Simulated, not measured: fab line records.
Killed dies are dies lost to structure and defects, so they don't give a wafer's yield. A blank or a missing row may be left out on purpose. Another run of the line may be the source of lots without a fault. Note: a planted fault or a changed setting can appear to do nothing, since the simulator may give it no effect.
Chamber matching ; flow n5Finfet ; rieDiel-01 running N5_SDB_STRIP_21: 4 sister chambers
The step strips in CF4. 4 wafers are shown with their chamber, then 9 later ones without.

## WAFERS PAIRED WITH THEIR CHAMBERS
wafer;chamber;showerheadPlenumPTorr (Torr)
L087.2;3;1.82
L087.5;0;1.76
L091.5;1;1.87
L091.6;2;1.70

## WAFERS MISSING THEIR CHAMBER
wafer;showerheadPlenumPTorr (Torr)
L092.3;1.86
L092.4;1.70
L092.5;1.75
L093.1;1.75
L093.2;1.70
L093.5;1.75
L095.1;1.75
L095.3;1.86
L095.4;1.70

## THE CHAMBER EACH PASSED THROUGH
wafer;from the rows above;in truth
L092.3;1;1
L092.4;2;2
L092.5;0;0
L093.1;0;0
L093.2;2;2
L093.5;0;0
L095.1;0;0
L095.3;1;1
L095.4;2;2
Placed correctly: 9 of 9. From these rows, 0 cannot be placed. Number placed wrongly: 0.
How it was worked out, from the rows above alone: a wafer's distance from a chamber is the root of the sum, over the readings, of the square of ((its reading less the chamber's mean) divided by the reading's scatter). If the next closest chamber is less than 2 further off than the closest, the wafer can't be placed; otherwise it belongs to the closest. For every chamber, the mean is computed from those of its wafers that are shown. The scatter: root of mean squared gap, hidden wafer to nearest shown wafer, with one shown wafer a chamber.
